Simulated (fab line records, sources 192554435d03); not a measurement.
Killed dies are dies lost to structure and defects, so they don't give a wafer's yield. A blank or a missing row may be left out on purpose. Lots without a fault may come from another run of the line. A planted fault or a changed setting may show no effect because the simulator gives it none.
Problem report in the 8D (eight disciplines) form, filled by code | flow n5_finfet | the parts of the form that need people (team, actions taken, sign-off) are left out

1. THE PROBLEM
killed_at_M4_up at N5_PASSIVATION_PROBE_49 reads a mean of 1094 on 9 wafers of 3 lots; wafers without a fault read 15 with a standard deviation of 6.2. That is +99 or more standard deviations from the usual mean.
First seen on wafer L221.2, day 17 08:34, on prober-02. The record holds 9 wafers of 3 lots with a number at this step. Rule for "out", or "out of limits": more than 4 standard deviations from the usual mean. The other wafers with a number count as sound.

2. WHAT IT IS AND WHAT IT IS NOT
question                    | is                                                                                                                  | is not
which readings at this step | killed_at_M4_up, defect_limited_yield, killed_dies, killed_on_rim, sort_bin_5_function, sort_n_pass, sort_yield_pct | killed_at_M0_to_M3, killed_at_contacts, killed_at_front_end, killed_open, killed_short
which lots                  | L221, L222, L224                                                                                                    | -
which wafers of those lots  | all that have a number                                                                                              | -
read on which tools         | prober-02                                                                                                           | -
when                        | from day 17 08:34                                                                                                   | up to then (0 sound wafers)

3. SUSPECTS, AND WHAT RULES EACH OUT
Counting: a tool at a process step up to the reading stays a suspect if it ran every lot that is out and no sound lot after the first of them.
- rie_diel-03 at N5_BEOL_M6_DESCUM_33 (chemistry O2, time 7 s): kept. It ran every lot that is out, first L221 (day 14 00:55), and no sound lot after that.
- rie_diel-03 at N5_BEOL_M6_VIA_ETCH_34 (etches SiCOH lowk in C4F6/O2, target depth 126.3 nm, time 50.9 s): kept. It ran every lot that is out, first L221 (day 14 01:06), and no sound lot after that.
- prober-02 at N5_PASSIVATION_PROBE_49: kept. It ran every lot that is out, first L221 (day 17 08:34), and no sound lot after that. Its own readings are out on those wafers: defect_limited_yield, killed_at_M4_up, killed_dies, killed_on_rim, sort_bin_5_function, sort_n_pass, sort_yield_pct.
Left after counting: rie_diel-03 at N5_BEOL_M6_DESCUM_33, rie_diel-03 at N5_BEOL_M6_VIA_ETCH_34, prober-02 at N5_PASSIVATION_PROBE_49.

4. THE CAUSE (what the simulator had put in)
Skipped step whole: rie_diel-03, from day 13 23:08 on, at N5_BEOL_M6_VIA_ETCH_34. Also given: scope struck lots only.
Counting left 3 suspects, and this tool is among them.

5. THE CHAIN OF EFFECTS, in route order
Each row: a reading whose mean over the struck wafers that have a number lies more than 3 standard deviations from the usual. Only readings for which the record gives a usual standard deviation are gone through. hours: the time from each lot's start at the first step in this table that gives one to its start at this step, as a median over the lots. sigmas: the change in usual standard deviations.
hours | step                    | reading              | usual  | on struck wafers | change | sigmas
0     | N5_PASSIVATION_PROBE_49 | defect_limited_yield | 91.3 % | 0.0              | -91.3  | -65
0     | N5_PASSIVATION_PROBE_49 | killed_at_M4_up      | 15     | 1094             | +1079  | +99 or more
0     | N5_PASSIVATION_PROBE_49 | killed_dies          | 102    | 1180             | +1078  | +63
0     | N5_PASSIVATION_PROBE_49 | killed_on_rim        | 13     | 152              | +139   | +34
0     | N5_PASSIVATION_PROBE_49 | sort_bin_5_function  | 5.1 %  | 96.5             | +91.4  | +99 or more
0     | N5_PASSIVATION_PROBE_49 | sort_n_pass          | 1078   | 0                | -1078  | -63
0     | N5_PASSIVATION_PROBE_49 | sort_yield_pct       | 91.3 % | 0.0              | -91.3  | -65
The process steps in it:
- N5_PASSIVATION_PROBE_49
Readings that are blank on the struck wafers while sound wafers have them: C4F6_flow_sccm at N5_BEOL_M6_VIA_ETCH_34; O2_flow_sccm at N5_BEOL_M6_VIA_ETCH_34; drypump_motor_current_A at N5_BEOL_M6_VIA_ETCH_34; oes_product_au at N5_BEOL_M6_VIA_ETCH_34; rf_vpp_V at N5_BEOL_M6_VIA_ETCH_34; showerhead_plenum_p_Torr at N5_BEOL_M6_VIA_ETCH_34; throttle_valve_pct at N5_BEOL_M6_VIA_ETCH_34.

6. WHAT WOULD HAVE CAUGHT IT SOONER
In this record the first reading out of limits was taken at day 17 08:34, 81 hours after the fault began at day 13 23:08.
At N5_BEOL_M6_VIA_ETCH_34 the tool's readings are blank on the struck wafers, where sound wafers have them: an empty tool record is the first sign, and it was there at once.
All the lots that are out (3) had begun N5_BEOL_M6_VIA_ETCH_34 on rie_diel-03 by day 17 08:34. A hold on the tool at that time would have spared none of them.
